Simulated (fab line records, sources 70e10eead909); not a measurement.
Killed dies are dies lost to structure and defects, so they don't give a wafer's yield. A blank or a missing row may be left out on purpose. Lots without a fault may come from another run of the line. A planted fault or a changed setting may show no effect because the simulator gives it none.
Which tool did it? | flow nand_harc | 12 lots, 35 wafers sampled, at 6 steps of a route of 1302

WHAT THE GAUGES READ, wafer by wafer
NHARC_P_BONDPAD_CD_MEAS_09: target cd 500 nm. Usual: cd_nm 500.0 nm, standard deviation 1.7.
lot  | measured     | on        | cd_nm (nm)        | flag
L358 | day 6 11:47  | cd_sem-03 | 502.1 502.5 501.8 |
L359 | day 7 00:53  | cd_sem-02 | 502.8 502.6 501.5 |
L360 | day 7 11:55  | cd_sem-02 | 498.9 500.6 499.6 |
L366 | day 10 04:54 | cd_sem-01 | 501.7 499.5       |
L367 | day 10 15:03 | cd_sem-01 | 499.8 498.0 497.8 |
L368 | day 11 07:05 | cd_sem-02 | 501.8 502.5 503.6 |
L374 | day 13 09:02 | cd_sem-02 | 501.6 501.0 501.1 |
L375 | day 13 20:26 | cd_sem-01 | 499.2 498.8 498.0 |
L377 | day 14 12:03 | cd_sem-03 | 500.9 501.9 503.0 |
L379 | day 15 06:58 | cd_sem-03 | 504.0 504.1 501.1 |
L378 | day 15 10:16 | cd_sem-01 | 500.3 500.8 498.8 |
L381 | day 16 13:04 | cd_sem-03 | 500.5 500.0 500.7 |

NHARC_A_ONON_D1_THK_MEAS_02: measures by ellipsometry. Usual: thk_nm 999 nm, standard deviation 7.4.
lot  | measured     | on            | thk_nm (nm)    | flag
L358 | day 7 16:51  | film_metro-01 | 1000 999 999   |
L359 | day 8 07:43  | film_metro-01 | 1005 1005 1005 |
L360 | day 8 16:49  | film_metro-02 | 992 992 992    |
L366 | day 11 09:49 | film_metro-02 | 1006 639       | OFF
L367 | day 11 17:15 | film_metro-02 | 993 991 626    | OFF
L368 | day 12 07:43 | film_metro-02 | 988 989 619    | OFF
L374 | day 14 14:17 | film_metro-02 | 998 999 999    |
L375 | day 14 23:47 | film_metro-01 | 1009 1008 1008 |
L377 | day 15 17:58 | film_metro-02 | 1012 1011 1012 |
L379 | day 16 09:20 | film_metro-01 | 993 995 993    |
L378 | day 16 13:08 | film_metro-02 | 1004 1006 1005 |
L381 | day 17 14:59 | film_metro-01 | 1000 998 999   |

NHARC_END_SORT_01. Usual: killed_at_array 52, standard deviation 17; killed_at_other 0.9, standard deviation 1.2; killed_at_periphery 3.9, standard deviation 2.7; killed_dies 57, standard deviation 16; killed_open 3.3, standard deviation 1.9; killed_short 2.5, standard deviation 1.5.
lot  | measured     | on        | killed_at_array | killed_at_other | killed_at_periphery | killed_dies | killed_open | killed_short | flag
L366 | day 28 02:14 | prober-02 | 27 674          | 0 1             | 3 2                 | 30 677      | 2 2         | 3 3          | OFF
L367 | day 28 06:49 | prober-02 | 57 48 670       | 3 2 2           | 6 5 5               | 66 55 677   | 3 4 3       | 2 1 2        | OFF
L368 | day 29 00:11 | prober-02 | 42 43 673       | 1 0 0           | 7 7 4               | 50 50 677   | 3 2 4       | 2 1 2        | OFF

WHICH TOOL RAN EACH LOT (tool, then ch and the chambers of the sampled wafers, then the start)
lot  | NHARC_P_BONDPAD_ETCH_37            | NHARC_P_BONDPAD_DEGAS_25     | NHARC_A_ONON_D1_DEP_00
L358 | rie_diel-12 ch 1,2,3, day 6 12:04  | pvd_sputter-02, day 6 12:57  | pecvd_onon-03 ch 0, day 7 16:24
L359 | rie_diel-12 ch 1,2, day 7 01:10    | pvd_sputter-02, day 7 02:01  | pecvd_onon-03 ch 0, day 8 07:15
L360 | rie_diel-05 ch 1,2,3, day 7 12:14  | pvd_sputter-01, day 7 13:05  | pecvd_onon-03 ch 0, day 8 16:18
L366 | rie_diel-12 ch 0,1, day 10 05:13   | pvd_sputter-01, day 10 06:04 | pecvd_onon-03 ch 0, day 11 09:32
L367 | rie_diel-12 ch 1,3, day 10 15:20   | pvd_sputter-02, day 10 16:12 | pecvd_onon-03 ch 0, day 11 16:44
L368 | rie_diel-08 ch 0,2,3, day 11 07:23 | pvd_sputter-03, day 11 08:13 | pecvd_onon-03 ch 0, day 12 07:23
L374 | rie_diel-12 ch 2,3, day 13 09:20   | pvd_sputter-01, day 13 10:13 | pecvd_onon-04 ch 0, day 14 13:46
L375 | rie_diel-08 ch 0,2, day 13 20:44   | pvd_sputter-01, day 13 21:35 | pecvd_onon-03 ch 0, day 14 23:20
L377 | rie_diel-12 ch 1,2,3, day 14 12:21 | pvd_sputter-03, day 14 13:12 | pecvd_onon-03 ch 0, day 15 17:31
L379 | rie_diel-05 ch 0,2, day 15 07:16   | pvd_sputter-01, day 15 08:07 | pecvd_onon-03 ch 0, day 16 08:49
L378 | rie_diel-05 ch 0,3, day 15 10:34   | pvd_sputter-03, day 15 11:25 | pecvd_onon-03 ch 0, day 16 12:36
L381 | rie_diel-12 ch 0,2,3, day 16 13:22 | pvd_sputter-03, day 16 14:13 | pecvd_onon-03 ch 0, day 17 14:32
- NHARC_P_BONDPAD_ETCH_37: etches the open film in N2/H2, target depth 60 nm, overetch 18 nm, time 65.91 s.
- NHARC_P_BONDPAD_DEGAS_25: time 60 s.
- NHARC_A_ONON_D1_DEP_00: target thk 1000 nm.

WHAT THE TOOLS THEMSELVES READ (means of the sampled wafers that have a number; where no wafer has one, the mark that the record gives instead)
NHARC_P_BONDPAD_ETCH_37. Usual: chamber_pressure_mTorr 30.002 mTorr, standard deviation 0.028; drypump_motor_current_A 5.5 A, standard deviation 0.45; n2_flow_sccm 150.0 sccm, standard deviation 0.44; oes_product_au 0.999 a.u., standard deviation 0.013; rf_vpp_V 431.5 V, standard deviation 2.3; showerhead_plenum_p_Torr 2.08 Torr, standard deviation 0.078; throttle_valve_pct 14.171 %, standard deviation 0.0093.
lot  | tool        | chamber_pressure_mTorr (mTorr) | drypump_motor_current_A (A) | n2_flow_sccm (sccm) | oes_product_au (a.u.) | rf_vpp_V (V) | showerhead_plenum_p_Torr (Torr) | throttle_valve_pct (%) | flag
L358 | rie_diel-12 | 30.006                         | 5.3                         | 150.1               | 0.985                 | 431.3        | 2.08                            | 14.167                 |
L359 | rie_diel-12 | 29.995                         | 5.2                         | 149.6               | 1.003                 | 431.1        | 2.07                            | 14.160                 |
L360 | rie_diel-05 | 29.984                         | 5.8                         | 150.2               | 1.004                 | 433.4        | 2.15                            | 14.177                 |
L366 | rie_diel-12 | 29.972                         | 5.7                         | 150.6               | 0.984                 | 431.4        | 2.08                            | 14.160                 |
L367 | rie_diel-12 | 30.017                         | 5.4                         | 150.3               | 1.007                 | 431.5        | 2.08                            | 14.173                 |
L368 | rie_diel-08 | 30.005                         | 5.6                         | 150.0               | 1.009                 | 431.2        | 2.06                            | 14.182                 |
L374 | rie_diel-12 | 30.013                         | 5.0                         | 150.1               | 0.989                 | 431.8        | 2.09                            | 14.174                 |
L375 | rie_diel-08 | 30.010                         | 5.4                         | 149.9               | 1.011                 | 431.6        | 2.04                            | 14.177                 |
L377 | rie_diel-12 | 29.984                         | 5.3                         | 150.1               | 1.003                 | 432.1        | 2.07                            | 14.167                 |
L379 | rie_diel-05 | 30.025                         | 6.0                         | 150.0               | 0.994                 | 431.5        | 2.11                            | 14.172                 |
L378 | rie_diel-05 | 29.981                         | 5.8                         | 149.5               | 0.997                 | 430.0        | 2.03                            | 14.173                 |
L381 | rie_diel-12 | 29.997                         | 5.1                         | 149.9               | 1.000                 | 431.6        | 2.09                            | 14.157                 |

NHARC_P_BONDPAD_DEGAS_25. Usual: heater_power_w 471 W, standard deviation 53.
lot  | tool           | heater_power_w (W) | flag
L358 | pvd_sputter-02 | 452                |
L359 | pvd_sputter-02 | 450                |
L360 | pvd_sputter-01 | 458                |
L366 | pvd_sputter-01 | 477                |
L367 | pvd_sputter-02 | 437                |
L368 | pvd_sputter-03 | 531                |
L374 | pvd_sputter-01 | 526                |
L375 | pvd_sputter-01 | 529                |
L377 | pvd_sputter-03 | 487                |
L379 | pvd_sputter-01 | 485                |
L378 | pvd_sputter-03 | 493                |
L381 | pvd_sputter-03 | 518                |

NHARC_A_ONON_D1_DEP_00. Usual: n2_flow_sccm 2749 sccm, standard deviation 7.8; n2o_flow_sccm 2001 sccm, standard deviation 6.2.
lot  | tool          | n2_flow_sccm (sccm) | n2o_flow_sccm (sccm) | flag
L358 | pecvd_onon-03 | 2743                | 2000                 |
L359 | pecvd_onon-03 | 2756                | 1997                 |
L360 | pecvd_onon-03 | 2747                | 2008                 |
L366 | pecvd_onon-03 | 2756                | 1996                 |
L367 | pecvd_onon-03 | 2747                | 2002                 |
L368 | pecvd_onon-03 | 2755                | 2008                 |
L374 | pecvd_onon-04 | 2749                | 1999                 |
L375 | pecvd_onon-03 | 2747                | 2009                 |
L377 | pecvd_onon-03 | 2758                | 1997                 |
L379 | pecvd_onon-03 | 2750                | 2001                 |
L378 | pecvd_onon-03 | 2746                | 2005                 |
L381 | pecvd_onon-03 | 2753                | 2009                 |

THE ANSWER, worked out from the rows above alone
Rule: a lot is off if the mean of its wafers that have a number lies more than 3 standard deviations from the usual mean. A lot without any number at a reading at which 4 lots or more have one is off too. The other lots that the step has rows for count as sound. The gauges are gone through in route order, then the tools' own readings, and for those a lot's mean is taken as printed above. The first step at which some lot is off is used, and at that step the reading that is off furthest; a lot without a number counts as furthest.
Off: L366, L367, L368, at NHARC_A_ONON_D1_THK_MEAS_02 (thk_nm).
A tool fits if, at a process step before that reading, it ran every lot that is off, and no sound lot after the first of them. The gauges at NHARC_A_ONON_D1_THK_MEAS_02 aren't tried: what is off there is off at NHARC_END_SORT_01 too, on other tools, and a gauge's error can't cause that. None of those tried fits.

WHAT THE SIMULATOR HAD PUT IN
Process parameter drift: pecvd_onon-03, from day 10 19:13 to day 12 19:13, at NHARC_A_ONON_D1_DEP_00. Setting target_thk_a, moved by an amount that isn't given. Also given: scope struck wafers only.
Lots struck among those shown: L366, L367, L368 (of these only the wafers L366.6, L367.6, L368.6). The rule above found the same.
